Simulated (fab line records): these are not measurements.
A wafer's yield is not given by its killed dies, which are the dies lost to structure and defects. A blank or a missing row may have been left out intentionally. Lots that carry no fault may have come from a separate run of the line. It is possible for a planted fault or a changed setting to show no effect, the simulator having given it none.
Matching of chambers + flow nand_harc + ald_hk-02 running NHARC_A_CHANNEL_FILL_D2_ALD_25: 4 sister chambers
The step deposits SiOx, target thk 60 nm, pulse time 10 s, ald cycles 600. 4 wafers are shown with their chamber, then 10 later ones without.

## WAFERS, EACH WITH ITS CHAMBER
| wafer  | chamber | heater_power_w (W) |
|--------|---------|--------------------|
| L086.2 | 0       | 440                |
| L086.5 | 3       | 463                |
| L088.1 | 1       | 496                |
| L088.2 | 2       | 447                |

## WAFERS MISSING THEIR CHAMBER
| wafer  | heater_power_w (W) |
|--------|--------------------|
| L088.3 | 446                |
| L091.1 | 438                |
| L091.3 | 438                |
| L091.5 | 450                |
| L093.3 | 448                |
| L093.2 | 505                |
| L093.5 | 442                |
| L097.3 | 410                |
| L097.4 | 488                |
| L097.6 | 467                |

## WHICH CHAMBER EACH WENT THROUGH
| wafer  | from the rows above          | in truth |
|--------|------------------------------|----------|
| L088.3 | can't be placed: 2 or 0 or 3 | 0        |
| L091.1 | can't be placed: 0 or 2      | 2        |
| L091.3 | can't be placed: 0 or 2      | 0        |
| L091.5 | can't be placed: 2 or 0 or 3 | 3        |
| L093.3 | can't be placed: 2 or 0 or 3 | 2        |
| L093.2 | 1                            | 1        |
| L093.5 | can't be placed: 0 or 2 or 3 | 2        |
| L097.3 | can't be placed: 0 or 2      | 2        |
| L097.4 | can't be placed: 1 or 3      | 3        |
| L097.6 | can't be placed: 3 or 2      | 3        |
Correct placement for 1 of the 10. From these rows, 9 cannot be placed; in 9 the true chamber is one of the candidates. Number placed wrongly: 0.
How it was worked out, from the rows above alone: a wafer's distance from a chamber is the root of the sum, over the readings, of the square of ((its reading less the chamber's mean) divided by the reading's scatter). If the next closest chamber is less than 2 further off than the closest, the wafer can't be placed; otherwise it belongs to the closest. The mean given for a chamber averages the wafers shown for that chamber. The scatter: root of mean squared gap, hidden wafer to nearest shown wafer, with one shown wafer a chamber.
